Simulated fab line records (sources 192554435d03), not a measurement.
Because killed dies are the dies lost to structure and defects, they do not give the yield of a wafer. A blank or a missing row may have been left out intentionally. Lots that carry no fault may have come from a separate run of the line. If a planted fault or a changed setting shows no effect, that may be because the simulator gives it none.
Comparing a struck lot with a sound one / flow n5-finfet / 16 steps out of a route of 1938
Sound: wafers L206.2, L206.5, L206.6. Struck: wafer L201.2; the same lot's L201.1 was not struck, so it is left out; see the end for the cause.
Each step with rows lists, per side, the tool, then ch with its chambers, then its first start. Under that, the readings that differ: sound wafers / struck wafers / difference of the means / sigmas: that difference in standard deviations of wafers without a fault.
alike: readings whose means differ by less than 2 such deviations, and words and numbers that are the same on both sides. not compared: withheld readings, readings that some wafer has no value for, bounds like >300 that may hide the same value, and numbers for which the record gives no deviation and whose values overlap.
A row with sigmas, a row that says differs or no value, or rows on one side alone: a step with any of these is where the two part. Non-overlapping numbers with no deviation appear without sigmas and do not part them. Lack of a reading on every wafer of one side parts them only where that side has two or more wafers.

first, 3 steps without rows for these wafers: N5_FIN_SAQP_PRECLEAN_00 (cleans in SC1, time 60 s); N5_FIN_SAQP_PRECLEAN_44 (cleans in SC2, time 45 s); N5_FIN_SAQP_SRD_01 (time 30 s).
N5_FIN_SAQP_ALD_61: deposits SiO2, target thk 4 nm, pulse time 1 s, purge time 2 s.
  sound on ald-sin-03 ch 0,1,3, day 6 15:08; struck on ald-sin-01 ch 0, day 5 08:49
  alike: heater-power-outer-w, heater-power-w, precursor-pulse-height-rel
  not compared: since-wet-clean-h
N5_FIN_SAQP_DENSIFY_62: time 60 s.
  sound on rtp-anneal-01 ch 0, day 6 15:24; struck on rtp-anneal-01 ch 0, day 5 09:02
reading=wafer_temp_C_max; sound=702.9 703.1 702.5; struck=704.3; difference=+1.5; sigmas=+2
  alike: lamp-power-pct
then, 1 step without rows for these wafers: N5_FIN_SAQP_HM_DEP_03 (deposits SiNx from SiH4/NH3/N2, target thk 38 nm, time 33.6 s).
N5_FIN_SAQP_THK_MEAS_05:
  struck on film-metro-01, day 5 09:20; sound on film-metro-01, day 6 15:40
  alike: thk-nm
N5_FIN_SAQP_PECVD_47: deposits a-Si from SiH4/He, target thk 45 nm, time 36.3 s.
  sound on pecvd-02 ch 0,2, day 6 15:42; struck on pecvd-02 ch 1, day 5 09:22
  alike: heater-power-outer-w, heater-power-w, showerhead-plenum-p-Torr, throttle-valve-pct
  not compared: since-wet-clean-h
N5_FIN_SAQP_PECVD_48: deposits SiNx from SiH4/NH3/N2, target thk 25 nm, time 22.1 s.
  sound on pecvd-02 ch 0,2, day 6 15:45; struck on pecvd-02 ch 1, day 5 09:25
  alike: heater-power-outer-w, heater-power-w, showerhead-plenum-p-Torr, throttle-valve-pct
  not compared: since-wet-clean-h
N5_FIN_SAQP_PECVD_06: deposits a-Si from SiH4/He, target thk 60 nm, time 48.1 s.
  sound on pecvd-02 ch 0,2, day 6 15:47; struck on pecvd-02 ch 1, day 5 09:27
  alike: heater-power-outer-w, heater-power-w, showerhead-plenum-p-Torr, throttle-valve-pct
  not compared: since-wet-clean-h
N5_FIN_SAQP_THK_MEAS_07:
  struck on film-metro-02, day 5 09:32; sound on film-metro-02, day 6 15:52
  alike: thk-nm
then, 1 step without rows for these wafers: N5_FIN_SAQP_HM_DEP_72 (deposits SiO2 from SiH4/N2O, target thk 12 nm, time 7.2 s).
N5_FIN_SAQP_COAT_49: time 60 s, resist thk 100 nm.
  sound on litho-track-04 ch 0, day 6 15:59; struck on litho-track-01 ch 0, day 5 09:39
reading=exhaust-pa (Pa); sound=44.4 44.2 42.8; struck=46.4; difference=+2.6; sigmas=+3
reading=heater-power-total-W (W); sound=497.7 500.3 497.7; struck=527.1; difference=+28.5; sigmas=+15
reading=run-length-s (s); sound=66.11 66.35 66.20; struck=62.26; difference=-3.96; sigmas=-26
  alike: chill-plate-temp-C, resist-line-temp-C
then, 1 step without rows for these wafers: N5_FIN_SAQP_COAT_50 (time 60 s, resist thk 35 nm).
-- a jump in the record: the struck wafers' starts before and after are 6 days apart (it breaks off in module FIN_SAQP and resumes in module BEOL_M4, where the first step shown is number 1111 of the route) --
N5_BEOL_M4_RC_MEAS_101:
  sound on prober-01 ch 0, day 12 11:51; struck on prober-02 ch 0, day 11 06:31
  alike: DIBL_N, DIBL_P, IOFF_N, IOFF_P, ION_N, ION_P, SS_N, SS_P, VT_N, VT_P
-- here the record skips 4 days between the struck wafers' starts before and after, leaving off in module BEOL_M4 and picking up in module PASSIVATION (first step shown: number 1936 of the route) --
N5_PASSIVATION_PROBE_49:
  struck on prober-02, day 15 13:01; sound on prober-02, day 16 21:01
reading=killed-on-rim; sound=10 11 5; struck=21; difference=+12; sigmas=+3
  alike: defect-limited-yield, killed_at_M0_to_M3, killed_at_M4_up, killed-at-contacts, killed-at-front-end, killed-at-other, killed-dies, killed-open, killed-short, sort_bin_4_leakage, sort_bin_5_function, sort_bin_6_memory, sort-n-pass, sort-yield-pct

## WHERE THEY PART
Last at N5_PASSIVATION_PROBE_49 as far as this record goes, first at N5_FIN_SAQP_DENSIFY_62.

WHY: whatever the simulator had introduced
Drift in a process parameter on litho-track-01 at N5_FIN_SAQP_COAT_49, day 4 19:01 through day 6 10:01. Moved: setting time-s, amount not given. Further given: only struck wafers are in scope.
